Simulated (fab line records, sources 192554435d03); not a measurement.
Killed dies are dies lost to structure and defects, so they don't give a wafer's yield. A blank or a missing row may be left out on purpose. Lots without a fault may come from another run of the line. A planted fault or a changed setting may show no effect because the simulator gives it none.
Which tool did it? | flow n5_finfet | 11 lots, 33 wafers sampled, at 5 steps of a route of 1938

WHAT THE GAUGES READ, wafer by wafer
N5_BEOL_M4_OCD_MEAS_38.
lot  | measured     | on     | trench_depth_nm (nm)
L075 | day 7 20:26  | ocd-01 | 57.6 57.5 54.1
L078 | day 8 19:26  | ocd-02 | 54.3 55.6 53.9
L079 | day 8 23:15  | ocd-01 | 57.7 55.5 55.8
L083 | day 9 18:13  | ocd-02 | 55.9 56.7 54.3
L084 | day 10 07:27 | ocd-01 | 57.5 55.0 54.1
L088 | day 11 01:29 | ocd-02 | 54.5 54.4 57.4
L087 | day 11 09:17 | ocd-01 | 54.7 54.8 55.6
L089 | day 11 19:17 | ocd-01 | 54.7 56.8 57.4
L091 | day 11 22:51 | ocd-02 | 57.1 56.5 56.0
L095 | day 12 22:05 | ocd-02 | 54.3 55.0 54.2
L096 | day 13 14:09 | ocd-02 | 54.7 58.4 55.0

WHICH TOOL RAN EACH LOT (tool, then ch and the chambers of the sampled wafers, then the start)
lot  | N5_BEOL_M4_ETCH_77                 | N5_BEOL_M4_ALD_98                 | N5_BEOL_M4_ETCH_70                 | N5_BEOL_M4_STRIP_36
L075 | rie_diel-01 ch 1,2, day 7 16:07    | ald_sin-03 ch 1,2, day 7 16:13    | rie_diel-04 ch 0,1,2, day 7 20:05  | rie_diel-04 ch 0,1,2, day 7 20:15
L078 | rie_diel-01 ch 1,3, day 8 17:31    | ald_sin-03 ch 2,3, day 8 17:37    | rie_diel-01 ch 2,3, day 8 19:05    | rie_diel-01 ch 2,3, day 8 19:14
L079 | rie_diel-04 ch 0,1,2, day 8 21:47  | ald_sin-03 ch 1,2, day 8 22:29    | rie_diel-01 ch 0,3, day 8 22:53    | rie_diel-01 ch 0,3, day 8 23:03
L083 | rie_diel-04 ch 2,3, day 9 14:07    | ald_sin-03 ch 0,1, day 9 14:13    | rie_diel-04 ch 0,2,3, day 9 17:52  | rie_diel-04 ch 0,2,3, day 9 18:02
L084 | rie_diel-01 ch 1,2,3, day 10 00:49 | ald_sin-04 ch 2,3, day 10 00:55   | rie_diel-06 ch 0,2,3, day 10 07:05 | rie_diel-06 ch 0,2,3, day 10 07:15
L088 | rie_diel-04 ch 1,2,3, day 10 20:17 | ald_sin-04 ch 0,1, day 10 21:17   | rie_diel-06 ch 0,2,3, day 11 01:08 | rie_diel-06 ch 0,2,3, day 11 01:18
L087 | rie_diel-04 ch 0,1,3, day 11 06:16 | ald_sin-04 ch 0,1, day 11 06:22   | rie_diel-01 ch 1,2,3, day 11 08:56 | rie_diel-01 ch 1,2,3, day 11 09:06
L089 | rie_diel-04 ch 0,2, day 11 15:14   | ald_sin-01 ch 0,3, day 11 15:20   | rie_diel-04 ch 0,2,3, day 11 18:55 | rie_diel-04 ch 0,2,3, day 11 19:05
L091 | rie_diel-04 ch 0,2,3, day 11 19:55 | ald_sin-03 ch 0,1,2, day 11 20:01 | rie_diel-04 ch 0,2, day 11 22:29   | rie_diel-04 ch 0,2, day 11 22:40
L095 | rie_diel-04 ch 1,3, day 12 12:49   | ald_sin-03 ch 0,1,3, day 12 12:55 | rie_diel-04 ch 1,3, day 12 21:44   | rie_diel-04 ch 1,3, day 12 21:54
L096 | rie_diel-04 ch 0,1,3, day 13 08:42 | ald_sin-01 ch 1,2,3, day 13 08:48 | rie_diel-06 ch 0,1,3, day 13 13:47 | rie_diel-06 ch 0,1,3, day 13 13:58
- N5_BEOL_M4_ETCH_77: etches underlayer in N2/H2, target depth 6.5 nm, time 5.2 s.
- N5_BEOL_M4_ALD_98: deposits SiO2, target thk 2.5 nm, pulse time 1 s, co reactant pulse time 1 s.
- N5_BEOL_M4_ETCH_70: etches SOC in N2/H2, target depth 80 nm, overetch 24 nm, time 130 s.
- N5_BEOL_M4_STRIP_36: strips in N2/H2.

THE ANSWER, worked out from the rows above alone
Rule: what is usual is taken from the lots themselves. Put in order of their means at a reading, lots are off if they are a third of the lots or fewer, leave a main group of 4 or more, and stand apart from it by a gap of 3 or more times the standard deviation of the main group's means; of several such gaps the widest counts. A main group whose means are all the same, to the digits that the tables above print for the reading, isn't used. A lot without any number at a reading at which 4 lots or more have one is off too. The other lots that the step has rows for count as sound.
No lot is off at any reading shown: from this, nothing can be told.

WHAT THE SIMULATOR HAD PUT IN
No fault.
